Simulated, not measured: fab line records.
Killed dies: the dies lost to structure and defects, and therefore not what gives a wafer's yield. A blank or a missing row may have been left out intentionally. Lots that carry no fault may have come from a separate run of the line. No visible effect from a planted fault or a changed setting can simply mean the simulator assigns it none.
Which tool is to blame? + flow nandHarc + 33 wafers from 11 lots sampled at 5 of the route's 1159 steps

## WHAT THE GAUGES SHOWED, per wafer
NHARC_END_SORT_01. Usual: killedAtArray 25, standard deviation 9.8; killedAtOther 0.8, standard deviation 1.1; killedAtPeriphery 3.3, standard deviation 2.1; killedDies 29, standard deviation 10; killedOpen 3.3, standard deviation 1.8; killedShort 1.9, standard deviation 1.4.
| lot  | measured     | on        | killedAtArray | killedAtOther | killedAtPeriphery | killedDies | killedOpen | killedShort | flag |
|------|--------------|-----------|---------------|---------------|-------------------|------------|------------|-------------|------|
| L836 | day 24 19:32 | prober-01 | 19 28 579     | 2 1 0         | 0 3 4             | 21 32 583  | 2 1 5      | 3 3 4       | OFF  |

## WHAT TOOL EACH LOT RAN ON (gives the tool, then ch and the chambers of the sampled wafers, and finally the start)
| lot  | NHARC_A_STAIRCASE_TRIM_191                   | NHARC_A_STAIRCASE_ETCH_199                   | NHARC_A_STAIRCASE_TRIM_202        | NHARC_A_STAIRCASE_STRIP_205         |
|------|----------------------------------------------|----------------------------------------------|-----------------------------------|-------------------------------------|
| L821 | rieDiel-11 ch 0,2,3, day 11 12:24 or earlier | rieDiel-11 ch 1,2, day 11 12:24 or earlier   | rieDiel-11 ch 0,3, day 11 12:24   | plasmaAsher-02 ch 0,1, day 11 12:52 |
| L822 | rieDiel-04 ch 1,2,3, day 11 12:37 or earlier | rieDiel-04 ch 0,1,3, day 11 12:37 or earlier | rieDiel-04 ch 0,1,2, day 11 12:37 | plasmaAsher-01 ch 0,1, day 11 13:04 |
| L823 | rieDiel-11 ch 0,3, day 11 20:26 or earlier   | rieDiel-11 ch 1,3, day 11 20:26 or earlier   | rieDiel-11 ch 0,2,3, day 11 20:26 | plasmaAsher-01 ch 0,1, day 11 20:47 |
| L825 | rieDiel-04 ch 0,1,2, day 11 21:50 or earlier | rieDiel-04 ch 0,1, day 11 21:50 or earlier   | rieDiel-04 ch 0,1, day 11 21:50   | plasmaAsher-01 ch 0,1, day 11 22:11 |
| L824 | rieDiel-05 ch 0,1,3, day 12 00:08 or earlier | rieDiel-11 ch 0,1, day 12 00:08 or earlier   | rieDiel-11 ch 0,2,3, day 12 00:08 | plasmaAsher-01 ch 0, day 12 00:29   |
| L826 | rieDiel-04 ch 0,1,3, day 12 06:43 or earlier | rieDiel-04 ch 0,1,3, day 12 06:43 or earlier | rieDiel-04 ch 0,1,3, day 12 06:43 | plasmaAsher-01 ch 0,1, day 12 07:05 |
| L827 | rieDiel-05 ch 0,2,3, day 12 14:17 or earlier | rieDiel-05 ch 0,1,2, day 12 14:17 or earlier | rieDiel-05 ch 0,1,3, day 12 14:17 | plasmaAsher-02 ch 0,1, day 12 14:37 |
| L828 | rieDiel-11 ch 1,2,3, day 12 14:26 or earlier | rieDiel-11 ch 0,1,2, day 12 14:26 or earlier | rieDiel-11 ch 0,1, day 12 14:26   | plasmaAsher-02 ch 0,1, day 12 15:16 |
| L836 | rieDiel-05 ch 0,2,3, day 15 02:41 or earlier | rieDiel-04 ch 0,2, day 15 02:41 or earlier   | rieDiel-04 ch 0,1,3, day 15 02:41 | plasmaAsher-01 ch 0,1, day 15 03:05 |
| L838 | rieDiel-04 ch 0,1,2, day 15 04:14 or earlier | rieDiel-11 ch 2,3, day 15 04:14 or earlier   | rieDiel-11 ch 0,2,3, day 15 04:14 | plasmaAsher-02 ch 0,1, day 15 04:37 |
| L844 | rieDiel-05 ch 0,2,3, day 16 22:36 or earlier | rieDiel-11 ch 0,1,2, day 16 22:36 or earlier | rieDiel-11 ch 0,2,3, day 16 22:36 | plasmaAsher-01 ch 0,1, day 16 22:56 |
- NHARC_A_STAIRCASE_TRIM_191: chemistry O2, time 211.2 s.
- NHARC_A_STAIRCASE_ETCH_199: etches the open film in C4F8/O2, target depth 100 nm, time 40.5 s.
- NHARC_A_STAIRCASE_TRIM_202: chemistry O2, time 211.2 s.
- NHARC_A_STAIRCASE_STRIP_205: strips in O2.

## WHAT THE TOOLS THEMSELVES READ (means of the sampled wafers that have a number; where no wafer has one, the mark that the record gives instead)
NHARC_A_STAIRCASE_TRIM_191. Usual: drypumpMotorCurrentA 5.7 A, standard deviation 0.37; oesProductAu 1.004 a.u., standard deviation 0.0076; rfVppV 57.7 V, standard deviation 0.88; runLengthS 232.4 s, standard deviation 0.4; showerheadPlenumPTorr 3.52 Torr, standard deviation 0.099; throttleValvePct 17.036 %, standard deviation 0.0095.
| lot  | tool       | drypumpMotorCurrentA (A) | oesProductAu (a.u.) | rfVppV (V) | runLengthS (s) | showerheadPlenumPTorr (Torr) | throttleValvePct (%) | flag |
|------|------------|--------------------------|---------------------|------------|----------------|------------------------------|----------------------|------|
| L821 | rieDiel-11 | 5.7                      | 1.011               | 57.2       | 232.5          | 3.64                         | 17.033               |      |
| L822 | rieDiel-04 | 5.6                      | 0.999               | 57.3       | 232.0          | 3.50                         | 17.022               |      |
| L823 | rieDiel-11 | 5.7                      | 1.006               | 57.7       | 232.4          | 3.59                         | 17.036               |      |
| L825 | rieDiel-04 | 5.5                      | 1.002               | 57.9       | 232.4          | 3.52                         | 17.038               |      |
| L824 | rieDiel-05 | 6.0                      | 1.004               | 57.0       | 232.3          | 3.52                         | 17.038               |      |
| L826 | rieDiel-04 | 5.7                      | 1.004               | 58.9       | 232.3          | 3.55                         | 17.038               |      |
| L827 | rieDiel-05 | 5.8                      | 1.001               | 57.1       | 232.6          | 3.46                         | 17.029               |      |
| L828 | rieDiel-11 | 5.8                      | 1.003               | 58.1       | 232.8          | 3.66                         | 17.030               |      |
| L836 | rieDiel-05 | 5.8                      | 1.014               | 58.0       | 232.5          | 3.45                         | 17.045               |      |
| L838 | rieDiel-04 | 5.6                      | 1.000               | 57.7       | 232.2          | 3.51                         | 17.042               |      |
| L844 | rieDiel-05 | 5.8                      | 1.008               | 57.5       | 232.6          | 3.44                         | 17.030               |      |

NHARC_A_STAIRCASE_ETCH_199. Usual: biasW 1000 W, standard deviation 3.2; oesProductAu 0.943 a.u., standard deviation 0.011; rfVppV 897 V, standard deviation 3.5.
| lot  | tool       | biasW (W) | oesProductAu (a.u.) | rfVppV (V) | flag |
|------|------------|-----------|---------------------|------------|------|
| L821 | rieDiel-11 | 996       | 0.949               | 902        |      |
| L822 | rieDiel-04 | 999       | 0.945               | 898        |      |
| L823 | rieDiel-11 | 1000      | 0.945               | 899        |      |
| L825 | rieDiel-04 | 1003      | 0.949               | 898        |      |
| L824 | rieDiel-11 | 998       | 0.948               | 897        |      |
| L826 | rieDiel-04 | 998       | 0.944               | 896        |      |
| L827 | rieDiel-05 | 998       | 0.944               | 897        |      |
| L828 | rieDiel-11 | 1004      | 0.953               | 899        |      |
| L836 | rieDiel-04 | 997       | 0.938               | 897        |      |
| L838 | rieDiel-11 | 999       | 0.934               | 901        |      |
| L844 | rieDiel-11 | 1000      | 0.962               | 899        |      |

NHARC_A_STAIRCASE_TRIM_202. Usual: drypumpMotorCurrentA 5.7 A, standard deviation 0.38; oesProductAu 1.004 a.u., standard deviation 0.0085; rfVppV 57.9 V, standard deviation 0.89; runLengthS 232.4 s, standard deviation 0.4; showerheadPlenumPTorr 3.55 Torr, standard deviation 0.095; throttleValvePct 17.036 %, standard deviation 0.0094.
| lot  | tool       | drypumpMotorCurrentA (A) | oesProductAu (a.u.) | rfVppV (V) | runLengthS (s) | showerheadPlenumPTorr (Torr) | throttleValvePct (%) | flag |
|------|------------|--------------------------|---------------------|------------|----------------|------------------------------|----------------------|------|
| L821 | rieDiel-11 | 5.7                      | 1.001               | 58.0       | 232.4          | 3.59                         | 17.047               |      |
| L822 | rieDiel-04 | 5.6                      | 1.001               | 57.5       | 232.1          | 3.52                         | 17.025               |      |
| L823 | rieDiel-11 | 5.8                      | 1.000               | 58.4       | 232.6          | 3.64                         | 17.033               |      |
| L825 | rieDiel-04 | 5.3                      | 0.995               | 57.8       | 231.9          | 3.53                         | 17.039               |      |
| L824 | rieDiel-11 | 5.8                      | 1.006               | 57.9       | 232.7          | 3.63                         | 17.040               |      |
| L826 | rieDiel-04 | 5.7                      | 0.996               | 57.6       | 232.4          | 3.55                         | 17.034               |      |
| L827 | rieDiel-05 | 6.0                      | 1.010               | 57.7       | 232.3          | 3.52                         | 17.045               |      |
| L828 | rieDiel-11 | 5.4                      | 1.013               | 57.3       | 232.6          | 3.55                         | 17.034               |      |
| L836 | rieDiel-04 | 5.7                      | 0.996               | 58.3       | 206.5          | 3.54                         | 17.047               | OFF  |
| L838 | rieDiel-11 | 5.8                      | 1.009               | 57.5       | 232.7          | 3.62                         | 17.037               |      |
| L844 | rieDiel-11 | 5.8                      | 1.009               | 58.0       | 232.5          | 3.61                         | 17.033               |      |

NHARC_A_STAIRCASE_STRIP_205. Usual: drypumpMotorCurrentA 6.0 A, standard deviation 0.32; heaterPowerW 313 W, standard deviation 13.
| lot  | tool           | drypumpMotorCurrentA (A) | heaterPowerW (W) | flag |
|------|----------------|--------------------------|------------------|------|
| L821 | plasmaAsher-02 | 6.2                      | 302              |      |
| L822 | plasmaAsher-01 | 5.9                      | 320              |      |
| L823 | plasmaAsher-01 | 5.8                      | 318              |      |
| L825 | plasmaAsher-01 | 5.8                      | 321              |      |
| L824 | plasmaAsher-01 | 5.8                      | 330              |      |
| L826 | plasmaAsher-01 | 5.8                      | 325              |      |
| L827 | plasmaAsher-02 | 6.2                      | 304              |      |
| L828 | plasmaAsher-02 | 6.2                      | 299              |      |
| L836 | plasmaAsher-01 | 5.8                      | 320              |      |
| L838 | plasmaAsher-02 | 6.2                      | 301              |      |
| L844 | plasmaAsher-01 | 5.8                      | 321              |      |

## THE ANSWER, worked out from the rows above alone
Rule: lot off if the mean of its wafers having a number is beyond 3 standard deviations from the usual mean. A lot without any number at a reading at which 4 lots or more have one is off too. All remaining lots with rows at the step are treated as sound. First the gauges in route order, then the tools' own readings, where a lot's mean is used as printed above. At the first step where some lot is off, the reading lying furthest off is the one used; lots without a number count as furthest.
Off: L836 (NHARC_END_SORT_01, killedAtArray). Neither off nor sound, because the step has no rows for them: L821, L822, L823, L825, L824, L826, L827, L828, L838, L844.
A tool fits if, at a process step before that reading, it ran every lot that is off, and no sound lot after the first of them. The gauges at NHARC_END_SORT_01 aren't tried: what is off there is off at NHARC_A_STAIRCASE_TRIM_202 too, on other tools, and a gauge's error can't cause that. Because NHARC_A_STAIRCASE_TRIM_191 lacks a start for some lots, the hours and order of its lots are taken from NHARC_A_STAIRCASE_TRIM_202. Because NHARC_A_STAIRCASE_ETCH_199 lacks a start for some lots, the hours and order of its lots are taken from NHARC_A_STAIRCASE_TRIM_202. Can't be told from this: 3 tools fit, rieDiel-05 at NHARC_A_STAIRCASE_TRIM_191, rieDiel-04 at NHARC_A_STAIRCASE_ETCH_199 and NHARC_A_STAIRCASE_TRIM_202, plasmaAsher-01 at NHARC_A_STAIRCASE_STRIP_205.

## WHAT WAS PUT IN BY THE SIMULATOR
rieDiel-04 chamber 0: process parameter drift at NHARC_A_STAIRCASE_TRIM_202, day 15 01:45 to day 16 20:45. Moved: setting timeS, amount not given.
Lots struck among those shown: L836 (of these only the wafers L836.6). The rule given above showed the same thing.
